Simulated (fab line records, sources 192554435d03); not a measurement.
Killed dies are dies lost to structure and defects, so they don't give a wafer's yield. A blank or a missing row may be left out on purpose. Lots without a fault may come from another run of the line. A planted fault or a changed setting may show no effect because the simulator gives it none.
Which tool did it? | flow n5_finfet | 6 lots, 17 wafers sampled, at 3 steps of a route of 1938

WHAT THE GAUGES READ, wafer by wafer
N5_HKMG_FIN_THK_MEAS_70: measures by xrf.
lot  | measured    | on            | HK_THK (nm)
L698 | day 4 21:38 | film_metro-02 | 1.613 1.633 1.614
L701 | day 5 16:35 | film_metro-02 | 1.606 1.603 1.584
L703 | day 6 04:28 | film_metro-02 | 1.575 1.577 1.594
L712 | day 8 08:50 | film_metro-01 | 1.616 1.607
L715 | day 9 04:27 | film_metro-02 | 1.609 1.563 1.580
L717 | day 9 17:02 | film_metro-01 | 1.599 1.604 1.589

WHICH TOOL RAN EACH LOT (tool, then ch and the chambers of the sampled wafers, then the start)
lot  | N5_SDB_CUT_ETCH_26              | N5_HKMG_FIN_ALD_36
L698 | rie_si-01 ch 1,2,3, day 4 12:39 | ald_metal-03 ch 0,3, day 4 21:22
L701 | rie_si-01 ch 0,1, day 5 09:25   | ald_metal-02 ch 0,2, day 5 16:19
L703 | rie_si-01 ch 0,3, day 5 20:49   | ald_metal-02 ch 0,1,3, day 6 04:11
L712 | rie_si-06 ch 0,1, day 7 23:59   | ald_metal-03 ch 0,3, day 8 08:33
L715 | rie_si-01 ch 0,2,3, day 8 20:40 | ald_metal-03 ch 1,2,3, day 9 04:10
L717 | rie_si-06 ch 1,2,3, day 9 09:37 | ald_metal-03 ch 0,2,3, day 9 16:45
- N5_SDB_CUT_ETCH_26: etches Si in HBr/Cl2/O2, target depth 129.6 nm, bt time 20 s, time 51.8 s.
- N5_HKMG_FIN_ALD_36: deposits TiN, target thk 1 nm, pulse time 1 s, purge time 3 s.

THE ANSWER, worked out from the rows above alone
Rule: what is usual is taken from the lots themselves. Put in order of their means at a reading, lots are off if they are a third of the lots or fewer, leave a main group of 4 or more, and stand apart from it by a gap of 3 or more times the standard deviation of the main group's means; of several such gaps the widest counts. A main group whose means are all the same, to the digits that the tables above print for the reading, isn't used. A lot without any number at a reading at which 4 lots or more have one is off too. The other lots that the step has rows for count as sound.
No lot is off at any reading shown: from this, nothing can be told.

WHAT THE SIMULATOR HAD PUT IN
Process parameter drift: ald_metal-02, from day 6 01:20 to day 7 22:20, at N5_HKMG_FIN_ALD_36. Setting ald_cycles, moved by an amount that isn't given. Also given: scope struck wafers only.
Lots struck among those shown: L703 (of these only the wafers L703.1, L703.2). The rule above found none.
